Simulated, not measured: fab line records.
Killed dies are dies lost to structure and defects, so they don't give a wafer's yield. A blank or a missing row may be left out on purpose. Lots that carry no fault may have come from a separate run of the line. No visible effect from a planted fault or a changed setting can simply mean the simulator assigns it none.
Comparing a struck lot with a sound one ; flow n5-finfet ; 41 steps out of a route of 1938
Sound: the wafers L968.1, L968.4, L968.6. Wafers struck: L972.2, L972.4, L972.5. The cause is given at the end.
Per side, at each step with rows, come the tool, then ch with its chambers, and then its first start. Under that, the readings that differ: sound wafers ; struck wafers ; difference of the means ; sigmas: that difference in standard deviations of wafers without a fault.
alike: words and numbers the same on both sides, and readings whose means are apart by under 2 such deviations; not compared: readings that were withheld, readings missing a value for some wafer, numbers with overlapping values and no deviation given by the record, and bounds like >300 which may hide the same value.
A row with sigmas, a row that says differs or no value, or rows on one side alone: a step with any of these is where the two part. Numbers that don't overlap but have no deviation are shown without sigmas and don't part them. Lack of a reading on every wafer of one side parts them only where that side has two or more wafers.

first, 9 steps without rows for these wafers: N5_BEOL_M4_ANNEAL_95 (time 240 s); N5_BEOL_M4_SPUTTER_96 (material Cu, target thk 4.5 nm, time 8.29 s); N5_BEOL_M4_ECD_50 (material Cu, target thk 300 nm); N5_BEOL_M4_ANNEAL_51 (time 90 s); N5_BEOL_M4_CMP_52 (polishes, stops on SiOC, t overpolish 6.8 s, target thk 40 nm); N5_BEOL_M4_PRE_CLEAN_60 (time 15 s); N5_BEOL_M4_CO_CAP_55 (material Co, precursor CCTBA/H2, target thk 2 nm, time 102.1 s); N5_BEOL_M4_PRE_CLEAN_56 (time 15 s); N5_BEOL_M4_DEP_57 (deposits SiCN from 3MS/NH3, target thk 8 nm, time 14 s).
N5_BEOL_M4_RC_MEAS_101:
  sound on prober-01 ch 0, day 11 12:19; struck on prober-02 ch 0, day 12 23:09
reading;sound;struck;difference;sigmas
DIBL_P (mV/V);37.2 40.3 39.4;32.0 35.0 34.6;-5.1;-2
  alike: DIBL_N, IOFF_N, IOFF_P, ION_N, ION_P, SS_N, SS_P, VT_N, VT_P
then, 24 steps without rows for these wafers: N5_BEOL_M5_ILD_DEP_00 (deposits SiCOH lowk from DEMS/porogen, target thk 140.64 nm, time 25.9 s); N5_BEOL_M5_CURE_79 (cures SiCOH lowk, time 240 s); N5_BEOL_M5_PECVD_70 (deposits SiO2 from TEOS/O2, target thk 16 nm, time 18 s); N5_BEOL_M5_HM_DEP_02 (deposits TiN, target thk 20 nm); N5_BEOL_M5_COAT_59 (time 60 s, resist thk 60 nm); N5_BEOL_M5_COAT_60 (time 60 s, resist thk 12 nm); N5_BEOL_M5_COAT_71 (time 60 s, resist thk 5 nm); N5_BEOL_M5_COAT_05 (resist thk 30 nm); N5_BEOL_M5_EBR_07; N5_BEOL_M5_SOFTBAKE_06 (time 60 s); N5_BEOL_M5_EXPOSE_08 (exposes mask M5, target cd 28 nm); N5_BEOL_M5_PEB_09 (peb time 60 s); N5_BEOL_M5_DEVELOP_10 (develop time 30 s); N5_BEOL_M5_DESCUM_16 (chemistry O2, time 7 s); N5_BEOL_M5_ETCH_72 (etches underlayer in N2/H2, target depth 6.5 nm, time 5.2 s); N5_BEOL_M5_ETCH_61 (etches SiARC in CF4, target depth 15.6 nm, time 26 s); N5_BEOL_M5_ETCH_62 (etches SOC in N2/H2, target depth 75 nm, overetch 15 nm, time 112.5 s); N5_BEOL_M5_STRIP_63 (strips in N2/H2); N5_BEOL_M5_STRIP_73 (strips in N2/H2); N5_BEOL_M5_STRIP_64 (strips in CF4); N5_BEOL_M5_HM_OPEN_17 (chemistry Cl2/BCl3, target TiN, target depth 20 nm, overetch 6 nm); N5_BEOL_M5_STRIP_19 (strips in O2); N5_BEOL_M5_COAT_65 (time 60 s, resist thk 60 nm); N5_BEOL_M5_COAT_66 (time 60 s, resist thk 12 nm).
-- the record jumps here: 2 days lie between the struck wafers' starts before and after (it left off in module BEOL_M5 and takes up again in module BEOL_M10, whose first step shown is number 1512 of the route) --
N5_BEOL_M10_TRENCH_ETCH_37: etches SiCOH lowk in C4F6/O2, target depth 148.83 nm, time 48 s.
  sound on rie-diel-02 ch 1,3, day 13 14:05; struck on rie-diel-03 ch 0,2,3, day 15 04:22
reading;sound;struck;difference;sigmas
run-length-s (s);71.0 72.0 71.1;59.2 60.0 59.6;-11.8;-30
time-s (s);48 48 48;33.6 33.6 33.6;-14.4;
model.etch.depth-nm (nm);146.9 149.8 148.7;107.5 105 99.95;-44.3;
model.BEOL_M10.feature-depth-nm (nm);147 149.8 148.6;107.6 105 100;-44.3;
model.TiN_of_BEOL_M10_HM_DEP_02.thk-nm (nm);15.8 15.8 15.8;17.2 17 17.4;+1.4;
  alike: drypump-motor-current-A, oes-product-au, rf-vpp-V, showerhead-plenum-p-Torr, throttle-valve-pct
  not compared: rf-hours-counter-h
N5_BEOL_M10_OCD_MEAS_38:
  sound: ocd-01 at day 13 14:16; struck: ocd-01 at day 15 04:33
reading;sound;struck;difference;sigmas
trench-depth-nm (nm);146.8 149.6 148.7;107.1 105.1 100.1;-44.3;-15
N5_BEOL_M10_CMP_52: polishes, stops on SiCOH lowk, t overpolish 7 s, target thk 140 nm.
  sound on cmp-01 ch 2,3, day 13 17:43; struck on cmp-04 ch 0,3, day 15 07:28
reading;sound;struck;difference;sigmas
model.Cu_of_BEOL_M10_ECD_50.thk-nm (nm);135.6 140.4 138.4;99.6 96.4 91.6;-42.3;
  alike: motor-current-A
N5_BEOL_M10_THK_MEAS_53: measures by xrf.
  sound: film-metro-02 at day 13 18:01; struck: film-metro-01 at day 15 07:46
reading;sound;struck;difference;sigmas
M10_THK (nm);135 139 137;98 95 90;-43;-12
N5_BEOL_M10_RS_MEAS_57: a four-point-probe measurement.
  sound: film-metro-02 at day 13 18:09; struck: film-metro-01 at day 15 07:56
reading;sound;struck;difference;sigmas
M10_RS (ohm/sq);0.155 0.150 0.153;0.221 0.230 0.243;+0.079;+21
N5_BEOL_M15_RC_MEAS_101:
  sound on prober-02 ch 0, day 15 10:00; struck on prober-02 ch 0, day 16 22:00
reading;sound;struck;difference;sigmas
COMB_M5 (S/m);2.8e-11 2.9e-11 2.4e-11;5.4e-11 5.2e-11 3.3e-11;+1.9e-11;+2
SERP_M10 (ohm/um);3.16 3.04 3.10;4.52 4.69 5.04;+1.65;+18
SERP_M10_max_site (ohm/um);3.26 3.06 3.16;4.60 4.73 5.20;+1.68;+17
  alike: COMB_M11, COMB_M11_max_site, COMB_M12, COMB_M13, COMB_M14, COMB_M15, COMB_M6, COMB_M7, COMB_M8, COMB_M9, SERP_M11, SERP_M12, SERP_M13, SERP_M14, SERP_M5, SERP_M5_max_site, SERP_M6, SERP_M7, SERP_M7_max_site, SERP_M8, SERP_M9
N5_PASSIVATION_PROBE_49:
  sound: prober-01 at day 15 23:44; struck: prober-01 at day 17 12:55
reading;sound;struck;difference;sigmas
killed_at_M4_up;8 8 14;22 22 39;+18;+3
sort_bin_8_speed (%);0 0 0;0.17 0.17 0.42;+0.25;+12
  alike: defect-limited-yield, killed_at_M0_to_M3, killed-at-contacts, killed-at-front-end, killed-at-other, killed-dies, killed-open, killed-short, sort_bin_5_function, sort_bin_6_memory, sort-n-pass

WHERE THEY PART
At N5_BEOL_M4_RC_MEAS_101 first; at N5_PASSIVATION_PROBE_49 last (within this record only).

WHY: what the simulator had put in
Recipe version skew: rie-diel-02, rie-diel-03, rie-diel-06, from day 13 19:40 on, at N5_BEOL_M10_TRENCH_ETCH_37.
